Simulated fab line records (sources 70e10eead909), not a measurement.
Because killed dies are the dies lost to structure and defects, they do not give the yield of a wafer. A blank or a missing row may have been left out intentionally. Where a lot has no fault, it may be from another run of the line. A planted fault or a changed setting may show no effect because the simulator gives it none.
Which tool did it? | flow nand harc | Sampling: 7 lots, 21 wafers, 3 of 1159 route steps

## WHAT EACH GAUGE READ, for each wafer
NHARC_A_ONON_D1_THK_MEAS_11: measures by ellipsometry.
lot  | measured     | on            | thk nm (nm)
L955 | day 8 05:12  | film metro-01 | 997 997 998
L959 | day 8 20:53  | film metro-02 | 1003 1004 1003
L961 | day 9 13:53  | film metro-02 | 1508 1505 1508
L968 | day 11 09:59 | film metro-01 | 1010 1012 1011
L970 | day 11 19:53 | film metro-01 | 980 981 979
L972 | day 12 09:59 | film metro-02 | 995 994 996
L975 | day 13 03:42 | film metro-01 | 988 987 986

## WHAT TOOL EACH LOT RAN ON (gives the tool, then ch and the chambers of the sampled wafers, and finally the start)
lot  | NHARC_A_ZERO_WELL_RTA_16         | NHARC_A_ONON_D1_DEP_09
L955 | rtp anneal-01 ch 0, day 7 05:11  | pecvd onon-01 ch 0, day 8 04:45
L959 | rtp anneal-01 ch 0, day 7 21:37  | pecvd onon-02 ch 0, day 8 20:22
L961 | rtp anneal-02 ch 0, day 8 17:32  | pecvd onon-02 ch 0, day 9 13:29
L968 | rtp anneal-02 ch 0, day 10 10:56 | pecvd onon-01 ch 0, day 11 09:36
L970 | rtp anneal-02 ch 0, day 10 22:00 | pecvd onon-03 ch 0, day 11 19:29
L972 | rtp anneal-02 ch 0, day 11 09:20 | pecvd onon-01 ch 0, day 12 09:28
L975 | rtp anneal-02 ch 0, day 12 01:15 | pecvd onon-02 ch 0, day 13 03:11
- NHARC_A_ZERO_WELL_RTA_16: time 10 s.
- NHARC_A_ONON_D1_DEP_09: target thk 1000 nm.

## THE ANSWER, worked out from the rows above alone
Rule: the lots themselves supply what counts as usual. Put in order of their means at a reading, lots are off if they are a third of the lots or fewer, leave a main group of 4 or more, and stand apart from it by a gap of 3 or more times the standard deviation of the main group's means; of several such gaps the widest counts. If all means in a main group match to the digits the tables above print for the reading, that group is not used. Also off: a lot with no number at a reading for which 4 or more lots have one. The other lots that the step has rows for count as sound.
Off, at NHARC_A_ONON_D1_THK_MEAS_11 on thk nm: L961. The main group: mean 996 nm, standard deviation 10.
A tool fits if, at a process step before that reading, it ran every lot that is off, and no sound lot after the first of them. Those tools and the gauges at NHARC_A_ONON_D1_THK_MEAS_11 are tried in the same way. None of those tried fits.

## WHAT THE SIMULATOR HAD PUT IN
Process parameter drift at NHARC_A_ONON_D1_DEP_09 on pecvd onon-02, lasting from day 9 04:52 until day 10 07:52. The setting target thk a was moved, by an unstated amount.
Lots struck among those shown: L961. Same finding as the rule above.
